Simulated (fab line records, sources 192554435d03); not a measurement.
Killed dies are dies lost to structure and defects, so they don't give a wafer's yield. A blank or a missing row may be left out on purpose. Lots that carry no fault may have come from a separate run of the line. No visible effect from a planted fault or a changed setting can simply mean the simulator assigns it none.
fab line records    flow n5Finfet
record: lots: 7  wafers: 39
route steps=1938 shown BEOL_M9@1405 BEOL_M11@1590 BEOL_M13@1696
startH: the number of hours between the record's first day and the start of the first shown wafer of the lot    waitH: how many hours have passed since the lot's step before this one    " same as the row above    L1.1+2: a single row standing in for several wafers    - value missing, or start not given    * or withheld: withheld    < > ~ a bound
route shown NAME@n: names a module that has steps shown in the file, with the first one's number in the route    usual: mean/standard deviation of fault-free wafers    same: alike in all rows    chamber/n: place in a boat    sites: readings site by site    _std_site: how widely they spread, as a standard deviation    _edge_site: the outer-site mean with the inner-site mean subtracted    radiusMm: for every site, how far away it sits from the centre of the wafer    mask NAME#n: copy n    behind: the tool/chamber that last shaped the wafer    hold: what put the lot on hold/how long, in hours/how the hold closed    device: the n, p or np transistor that did not switch    end of line: tests run on the same wafers once the route is complete    a step given without rows: its recipe and nothing more    killed: at the first sort, the dies lost to defects and structure; wafer yield is something else    map: dies across one wafer; x = killed, . = not, _ = none there
set.NAME: the setting that was run; set.NAME@STEP: the one run at that earlier step    model.NAME: the simulator's own value behind a step, which no gauge read
one table per step and one row per wafer, for lots whose settings were changed on purpose
== steps ==
step: N5_BEOL_M9_HM_DEP_02
recipe: material: TiN  targetThkA: 200  tempC: 25  chamberPressurePa: 0.49996
lot.wafer   tool           chamber  startH  waitH  set.targetThkA  model.TiN_of_BEOL_M9_HM_DEP_02.thkNm
L076.1+6    pvdSputter-02  -        217.20  0.4    200             20.2
L076.3      "              -        "       "      200             20
L081.1+2+6  pvdSputter-03  -        257.81  0.2    200             19.6
L081.3      "              -        "       "      200             19.8
L081.4      "              -        "       "      200             20
L081.5      "              -        "       "      200             20.2
L089.1      pvdSputter-02  -        310.31  1.6    116.6           11.8
L089.2+4    "              -        "       "      200             20.2
L089.3      "              -        "       "      200             19.8
L089.5+6    "              -        "       "      116.6           11.6
L091.1+5    pvdSputter-03  -        313.29  1.3    200             19.8
L091.2+3    "              -        "       "      200             20
L091.4      "              -        "       "      200             20.4
L091.6      "              -        "       "      200             20.2
L092.1      pvdSputter-01  -        325.55  1.0    200             19.8
L092.2+4+6  "              -        "       "      123.6           12.4
L092.3+5    "              -        "       "      200             20
L095.1      pvdSputter-01  -        330.32  1.0    81.48           8.2
L095.2      "              -        "       "      81.48           8
L095.3      "              -        "       "      81.48           8.4
L095.4+5    "              -        "       "      200             19.8
L095.6      "              -        "       "      200             20
L093.1      pvdSputter-02  -        358.57  2.5    200             20.2
L093.2+4+5  "              -        "       "      200             20
L093.3+6    "              -        "       "      200             19.8
step: N5_BEOL_M9_COAT_59
recipe: resist: SOC  tempC: 250  timeS: 60  spinRpm: 1500  resistThkNm: 100
step: N5_BEOL_M9_COAT_60
recipe: resist: SiARC  tempC: 220  timeS: 60  spinRpm: 1500  resistThkNm: 30
step: N5_BEOL_M9_STRIP_68
recipe: chemistry: N2/H2  tempC: 40  n2FlowSccm: 200  h2FlowSccm: 200  rfFrequencyHz: 6e+07
step: N5_BEOL_M9_STRIP_67
recipe: chemistry: CF4  resist: SiARC  powerW: 300  biasPowerW: 75  pressureMtorr: 50  cf4FlowSccm: 150  rfFrequencyHz: 6e+07
step: N5_BEOL_M9_HM_OPEN_17
recipe: chemistry: Cl2/BCl3  targetDepthA: 200  overetchA: 60  target: TiN  maskMaterial: SOC  ionEnergyEv: 150  pressureMtorr: 10  icpW: 1000  biasW: 126  Cl2_flow_sccm: 53.25  bcl3FlowSccm: 21.75  Ar_flow_sccm: 25
lot.wafer  tool         chamber  startH  waitH  set.targetThkA@BEOL_M9_HM_DEP_02  model.etch.depthNm
L076.1     rieMetal-03  0        217.94  0.0    200                               20.11
L076.3     "            0        "       "      200                               19.91
L076.6     "            0        "       "      200                               20.26
L081.1     rieMetal-01  1        258.68  0.0    200                               19.7
L081.2     "            0        "       "      200                               19.6
L081.3     "            0        "       "      200                               19.83
L081.4     "            1        "       "      200                               20.02
L081.5     "            0        "       "      200                               20.16
L081.6     "            1        "       "      200                               19.59
L089.1     rieMetal-01  0        311.17  0.0    116.6                             11.76
L089.2     "            1        "       "      200                               20.27
L089.3     "            0        "       "      200                               19.87
L089.4     "            1        "       "      200                               20.12
L089.5     "            0        "       "      116.6                             11.7
L089.6     "            1        "       "      116.6                             11.64
L091.1     rieMetal-03  0        314.15  0.0    200                               19.73
L091.2     "            1        "       "      200                               19.93
L091.3     "            1        "       "      200                               20.04
L091.4     "            0        "       "      200                               20.37
L091.5     "            1        "       "      200                               19.83
L091.6     "            0        "       "      200                               20.22
L092.1     rieMetal-03  0        326.41  0.0    200                               19.83
L092.2     "            1        "       "      123.6                             12.45
L092.3     "            1        "       "      200                               20
L092.4     "            0        "       "      123.6                             12.4
L092.5     "            1        "       "      200                               20.06
L092.6     "            0        "       "      123.6                             12.39
L095.1     rieMetal-03  1        331.07  0.0    81.48                             8.133
L095.2     "            0        "       "      81.48                             8.072
L095.3     "            1        "       "      81.48                             8.345
L095.4     "            0        "       "      200                               19.85
L095.5     "            1        "       "      200                               19.9
L095.6     "            0        "       "      200                               20.07
L093.1     rieMetal-03  0        359.53  0.0    200                               20.27
L093.2     "            1        "       "      200                               20.03
L093.3     "            1        "       "      200                               19.75
L093.4     "            0        "       "      200                               20
L093.5     "            0        "       "      200                               19.98
L093.6     "            1        "       "      200                               19.88
step: N5_BEOL_M11_ALD_74
recipe: material: TaN  targetThkA: 20  tempC: 275  aldPrecursorFamily: PDMAT  aldCoReactant: NH3  pressureTorr: 3  carrierFlowSccm: 1500  pulseTimeS: 2  purgeTimeS: 3  coReactantPurgeTimeS: 2  coReactantPulseTimeS: 3  aldCycles: 40  precursorVesselTempC: 75  precursorVesselPressureTorr: 26.25  precursorVesselCarrierSccm: 1000
lot.wafer         tool         chamber      startH  waitH  set.aldCycles  model.TaN_of_BEOL_M11_ALD_74.thkNm
L076.1+3+6        aldMetal-02  0,2,0        244.04  0.0    40             2
L081.1+4+5        aldMetal-01  1,2,3        276.76  0.0    40             2
L081.2+3+6        "            3,0,0        "       "      52             2.6
L089.1+2+3        aldMetal-01  1,3,0        330.52  0.0    40             2
L089.4+5+6        "            2,0,1        "       "      33             1.6
L091.1+2+3+4+5+6  aldMetal-03  1,3,0,2,2,3  336.00  0.0    40             2
L092.1+2+3+4+5+6  aldMetal-01  0,3,2,1,1,0  350.20  0.0    40             2
L095.1+3+5        aldMetal-01  3,2,2        353.42  0.1    40             2
L095.2+4+6        "            1,0,1        "       "      62             3.2
L093.1+4+5        aldMetal-02  0,3,1        382.16  0.0    40             2
L093.2+3+6        "            2,1,2        "       "      28             1.4
step: N5_BEOL_M13_TRENCH_ETCH_34
recipe: chemistry: C4F8/O2/Ar  target: SiOC  targetDepthA: 4134.7  maskMaterial: SOC  pressureMtorr: 30  sourceW: 3000  biasW: 700  Ar_flow_sccm: 400  C4F8_flow_sccm: 15  O2_flow_sccm: 8  heInnerTorr: 15  heOuterTorr: 30  timeS: 162.6  ionEnergyEv: 250
lot.wafer  tool        chamber  startH  waitH  set.targetDepthA  model.etch.depthNm
L076.1     rieDiel-05  3        253.19  0.0    4134.7            404.3
L076.3     "           0        "       "      4134.7            404.8
L076.6     "           3        "       "      4134.7            402.8
L081.1     rieDiel-04  1        288.72  0.0    4134.7            404.5
L081.2     "           2        "       "      4134.7            423
L081.3     "           0        "       "      6242              625.4
L081.4     "           1        "       "      4134.7            409.6
L081.5     "           0        "       "      6242              630.8
L081.6     "           2        "       "      6242              638.5
L089.1     rieDiel-03  0        339.57  0.0    2633              264.1
L089.2     "           2        "       "      4134.7            423.2
L089.3     "           3        "       "      2633              265.9
L089.4     "           1        "       "      4134.7            413.9
L089.5     "           1        "       "      2633              263.7
L089.6     "           2        "       "      4134.7            425.2
L091.1     rieDiel-05  3        345.70  0.0    5846              573.4
L091.2     "           2        "       "      5846              578
L091.3     "           1        "       "      4134.7            400.1
L091.4     "           0        "       "      4134.7            405.1
L091.5     "           3        "       "      4134.7            404.5
L091.6     "           2        "       "      5846              570.7
L092.1     rieDiel-04  1        365.58  0.0    4134.7            405.3
L092.2     "           0        "       "      4134.7            414.7
L092.3     "           3        "       "      4134.7            417.3
L092.4     "           2        "       "      5079              509
L092.5     "           3        "       "      5079              511.3
L092.6     "           2        "       "      5079              506.7
L095.1     rieDiel-03  3        366.19  0.0    4134.7            416.4
L095.2     "           1        "       "      4134.7            413.3
L095.3     "           0        "       "      3060              307.8
L095.4     "           2        "       "      3060              313.4
L095.5     "           0        "       "      4134.7            417.1
L095.6     "           1        "       "      3060              307.5
L093.1     rieDiel-04  1        390.55  0.0    1944              191.5
L093.2     "           3        "       "      4134.7            419.3
L093.3     "           2        "       "      4134.7            417.5
L093.4     "           3        "       "      4134.7            419.1
L093.5     "           1        "       "      1944              192.8
L093.6     "           2        "       "      1944              196
step: N5_BEOL_M13_STRIP_70
recipe: chemistry: C4F8/O2/Ar  resist: SiARC  rfFrequencyHz: 6e+07
step: N5_BEOL_M13_OCD_MEAS_35
usual: trenchDepthNm: 412/6.7
lot.wafer  tool    chamber  startH  waitH  set.targetDepthA@BEOL_M13_TRENCH_ETCH_34  trenchDepthNm
L076.1     ocd-02  -        253.37  0.0    4134.7                                    404
L076.3     "       -        "       "      4134.7                                    405
L076.6     "       -        "       "      4134.7                                    403
L081.1     ocd-02  -        288.90  0.0    4134.7                                    404
L081.2     "       -        "       "      4134.7                                    423
L081.3     "       -        "       "      6242                                      626
L081.4     "       -        "       "      4134.7                                    409
L081.5     "       -        "       "      6242                                      631
L081.6     "       -        "       "      6242                                      638
L089.1     ocd-02  -        339.75  0.0    2633                                      264
L089.2     "       -        "       "      4134.7                                    423
L089.3     "       -        "       "      2633                                      266
L089.4     "       -        "       "      4134.7                                    414
L089.5     "       -        "       "      2633                                      264
L089.6     "       -        "       "      4134.7                                    425
L091.1     ocd-01  -        345.88  0.0    5846                                      573
L091.2     "       -        "       "      5846                                      578
L091.3     "       -        "       "      4134.7                                    400
L091.4     "       -        "       "      4134.7                                    406
L091.5     "       -        "       "      4134.7                                    404
L091.6     "       -        "       "      5846                                      571
L092.1     ocd-02  -        365.75  0.0    4134.7                                    405
L092.2     "       -        "       "      4134.7                                    414
L092.3     "       -        "       "      4134.7                                    418
L092.4     "       -        "       "      5079                                      509
L092.5     "       -        "       "      5079                                      511
L092.6     "       -        "       "      5079                                      507
L095.1     ocd-02  -        366.37  0.0    4134.7                                    416
L095.2     "       -        "       "      4134.7                                    413
L095.3     "       -        "       "      3060                                      307
L095.4     "       -        "       "      3060                                      313
L095.5     "       -        "       "      4134.7                                    417
L095.6     "       -        "       "      3060                                      308
L093.1     ocd-02  -        390.72  0.0    1944                                      191
L093.2     "       -        "       "      4134.7                                    419
L093.3     "       -        "       "      4134.7                                    418
L093.4     "       -        "       "      4134.7                                    419
L093.5     "       -        "       "      1944                                      193
L093.6     "       -        "       "      1944                                      196
step: N5_BEOL_M13_STRIP_37
recipe: chemistry: N2/H2  powerW: 1000  tempC: 250  h2Frac: 0.65  overashFraction: 0.3  pressureMtorr: withheld  n2FlowSccm: 1750  h2FlowSccm: 3250
step: N5_BEOL_M13_ETCH_38
recipe: chemistry: CF4/N2  target: SiCN  targetDepthA: 675  taperDeg: 2  timeS: 71.9  ionEnergyEv: 150  maskMaterial: SiO2  pressureMtorr: 40  sourceW: 430  biasW: 70  Ar_flow_sccm: 100  cf4FlowSccm: 60  n2FlowSccm: 60
step: N5_BEOL_M13_ECD_47
recipe: material: Cu  targetThkA: 9360
step: N5_BEOL_M13_ANNEAL_48
recipe: tempC: 225  timeS: 90  ambient: N2
step: N5_BEOL_M13_CMP_49
recipe: stopOn: SiOC  tOverpolishS: 17.1  downForcePsi: 1  platenRpm: 50  clearingPlatenDownForcePsi: 1.5  clearingPlatenRpm: 50  postCmpClean: cuAlkaline  targetThkNm: 420  clearingPlatenPadVelocityMS: 0.99484  padVelocityMS: 0.99484
lot.wafer  tool    chamber  startH  waitH  set.targetDepthA@BEOL_M13_TRENCH_ETCH_34  model.Cu_of_BEOL_M13_ECD_47.thkNm
L076.3     cmp-01  0        255.71  0.2    4134.7                                    413
L076.1     "       2        "       "      4134.7                                    411.8
L076.6     "       0        "       "      4134.7                                    411.2
L081.2     cmp-02  2        292.14  0.2    4134.7                                    428.2
L081.3     "       3        "       "      6242                                      631.4
L081.4     "       0        "       "      4134.7                                    416
L081.1     "       1        "       "      4134.7                                    410.4
L081.6     "       2        "       "      6242                                      644.8
L081.5     "       3        "       "      6242                                      635.8
L089.1+5   cmp-02  3,0      341.76  0.3    2633                                      270.2
L089.2     "       0        "       "      4134.7                                    429.8
L089.4     "       1        "       "      4134.7                                    419.8
L089.3     "       2        "       "      2633                                      271.2
L089.6     "       3        "       "      4134.7                                    430.6
L091.1     cmp-03  2        348.20  0.3    5846                                      581
L091.4     "       3        "       "      4134.7                                    412.4
L091.3     "       0        "       "      4134.7                                    407
L091.2     "       1        "       "      5846                                      585.2
L091.5     "       2        "       "      4134.7                                    412
L091.6     "       3        "       "      5846                                      577.6
L092.1     cmp-01  3        367.80  0.3    4134.7                                    414
L092.2     "       0        "       "      4134.7                                    420.2
L092.4     "       1        "       "      5079                                      514
L092.3     "       2        "       "      4134.7                                    423.4
L092.6     "       3        "       "      5079                                      515
L092.5     "       0        "       "      5079                                      517.8
L095.2     cmp-03  1        368.36  0.2    4134.7                                    420
L095.4     "       2        "       "      3060                                      320.4
L095.3     "       3        "       "      3060                                      314.6
L095.1     "       0        "       "      4134.7                                    423
L095.5     "       1        "       "      4134.7                                    424
L095.6     "       2        "       "      3060                                      312.8
L093.4     cmp-03  0        392.31  0.1    4134.7                                    425.6
L093.2     "       1        "       "      4134.7                                    427
L093.1     "       2        "       "      1944                                      197.2
L093.3     "       3        "       "      4134.7                                    425.4
L093.6     "       0        "       "      1944                                      203
L093.5     "       1        "       "      1944                                      201.6
step: N5_BEOL_M13_THK_MEAS_50
recipe: thkMeasGauge: xrf  reads: Cu_of_BEOL_M13_ECD_47
usual: M13_THK: 418/7.7
lot.wafer  tool          chamber  startH  waitH  set.targetDepthA@BEOL_M13_TRENCH_ETCH_34  M13_THK[nm]
L076.1     filmMetro-01  -        255.96  -      4134.7                                    413
L076.3     "             -        "       "      4134.7                                    413
L076.6     "             -        "       "      4134.7                                    413
L081.1     filmMetro-02  -        292.43  -      4134.7                                    412
L081.2     "             -        "       "      4134.7                                    431
L081.3     "             -        "       "      6242                                      631
L081.4     "             -        "       "      4134.7                                    417
L081.5     "             -        "       "      6242                                      635
L081.6     "             -        "       "      6242                                      647
L089.1     filmMetro-02  -        342.06  -      2633                                      273
L089.2     "             -        "       "      4134.7                                    433
L089.3     "             -        "       "      2633                                      274
L089.4     "             -        "       "      4134.7                                    423
L089.5     "             -        "       "      2633                                      273
L089.6     "             -        "       "      4134.7                                    435
L091.1     filmMetro-02  -        348.49  -      5846                                      584
L091.2     "             -        "       "      5846                                      586
L091.3     "             -        "       "      4134.7                                    409
L091.4     "             -        "       "      4134.7                                    414
L091.5     "             -        "       "      4134.7                                    412
L091.6     "             -        "       "      5846                                      579
L092.1     filmMetro-02  -        368.10  -      4134.7                                    415
L092.2     "             -        "       "      4134.7                                    422
L092.3     "             -        "       "      4134.7                                    424
L092.4     "             -        "       "      5079                                      514
L092.5     "             -        "       "      5079                                      520
L092.6     "             -        "       "      5079                                      519
L095.1     filmMetro-02  -        368.65  -      4134.7                                    420
L095.2     "             -        "       "      4134.7                                    415
L095.3     "             -        "       "      3060                                      312
L095.4     "             -        "       "      3060                                      319
L095.5     "             -        "       "      4134.7                                    423
L095.6     "             -        "       "      3060                                      312
L093.1     filmMetro-01  -        392.61  -      1944                                      196
L093.2     "             -        "       "      4134.7                                    423
L093.3     "             -        "       "      4134.7                                    418
L093.4     "             -        "       "      4134.7                                    421
L093.5     "             -        "       "      1944                                      199
L093.6     "             -        "       "      1944                                      201
step: N5_BEOL_M13_PRE_CLEAN_52
recipe: gas: NH3  timeS: 15  tempC: withheld  rfPowerW: 300
step: N5_BEOL_M13_DEP_53
recipe: material: SiCN  targetThkA: 500  tempC: withheld  precursor: 3MS/NH3  pressureTorr: 3  rfW: 675  timeS: 17.8
step: N5_BEOL_M13_RS_MEAS_54
recipe: thkMeasGauge: four-point-probe  reads: Cu_of_BEOL_M13_ECD_47+Ta_of_BEOL_M13_SPUTTER_44+TaN_of_BEOL_M13_SPUTTER_43
usual: M13_RS: 0.0451/0.00075
lot.wafer  tool          chamber  startH  waitH  set.targetDepthA@BEOL_M13_TRENCH_ETCH_34  M13_RS[ohm/sq]
L076.1     filmMetro-01  -        256.09  0.0    4134.7                                    0.0460
L076.3     "             -        "       "      4134.7                                    0.0458
L076.6     "             -        "       "      4134.7                                    0.0461
L081.1     filmMetro-01  -        292.56  0.0    4134.7                                    0.0462
L081.2     "             -        "       "      4134.7                                    0.0442
L081.3     "             -        "       "      6242                                      0.0297
L081.4     "             -        "       "      4134.7                                    0.0455
L081.5     "             -        "       "      6242                                      0.0294
L081.6     "             -        "       "      6242                                      0.0290
L089.1     filmMetro-02  -        342.18  0.0    2633                                      0.0713
L089.2     "             -        "       "      4134.7                                    0.0440
L089.3     "             -        "       "      2633                                      0.0711
L089.4     "             -        "       "      4134.7                                    0.0451
L089.5     "             -        "       "      2633                                      0.0714
L089.6     "             -        "       "      4134.7                                    0.0438
L091.1     filmMetro-01  -        348.62  0.0    5846                                      0.0323
L091.2     "             -        "       "      5846                                      0.0321
L091.3     "             -        "       "      4134.7                                    0.0466
L091.4     "             -        "       "      4134.7                                    0.0458
L091.5     "             -        "       "      4134.7                                    0.0459
L091.6     "             -        "       "      5846                                      0.0325
L092.1     filmMetro-02  -        368.23  0.0    4134.7                                    0.0456
L092.2     "             -        "       "      4134.7                                    0.0450
L092.3     "             -        "       "      4134.7                                    0.0446
L092.4     "             -        "       "      5079                                      0.0365
L092.5     "             -        "       "      5079                                      0.0363
L092.6     "             -        "       "      5079                                      0.0365
L095.1     filmMetro-01  -        368.78  0.0    4134.7                                    0.0447
L095.2     "             -        "       "      4134.7                                    0.0449
L095.3     "             -        "       "      3060                                      0.0606
L095.4     "             -        "       "      3060                                      0.0596
L095.5     "             -        "       "      4134.7                                    0.0446
L095.6     "             -        "       "      3060                                      0.0611
L093.1     filmMetro-01  -        392.73  0.0    1944                                      0.0996
L093.2     "             -        "       "      4134.7                                    0.0443
L093.3     "             -        "       "      4134.7                                    0.0444
L093.4     "             -        "       "      4134.7                                    0.0444
L093.5     "             -        "       "      1944                                      0.0974
L093.6     "             -        "       "      1944                                      0.0965
== key ==
split: step: N5_BEOL_M9_HM_DEP_02  setting: targetThkA  stated: 200  by: wafer
response: step: N5_BEOL_M9_HM_DEP_02  reading: model.TiN_of_BEOL_M9_HM_DEP_02.thkNm  change: +0.198  per: 1%  r: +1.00
response: step: N5_BEOL_M9_HM_OPEN_17  reading: model.etch.depthNm  change: +0.199  per: 1%  r: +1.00
split: step: N5_BEOL_M11_ALD_74  setting: aldCycles  stated: 40  by: wafer
response: step: N5_BEOL_M11_ALD_74  reading: model.TaN_of_BEOL_M11_ALD_74.thkNm  change: +0.0212  per: 1%  r: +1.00
split: step: N5_BEOL_M13_TRENCH_ETCH_34  setting: targetDepthA  stated: 4134.7  by: wafer
response: step: N5_BEOL_M13_TRENCH_ETCH_34  reading: model.etch.depthNm  change: +4.24  per: 1%  r: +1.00
response: step: N5_BEOL_M13_OCD_MEAS_35  reading: trenchDepthNm  change: +4.24  per: 1%  r: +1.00
response: step: N5_BEOL_M13_CMP_49  reading: model.Cu_of_BEOL_M13_ECD_47.thkNm  change: +4.24  per: 1%  r: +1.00
response: step: N5_BEOL_M13_THK_MEAS_50  reading: M13_THK  change: +4.22  per: 1%  r: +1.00
response: step: N5_BEOL_M13_RS_MEAS_54  reading: M13_RS  change: -0.000602  per: 1%  r: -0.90
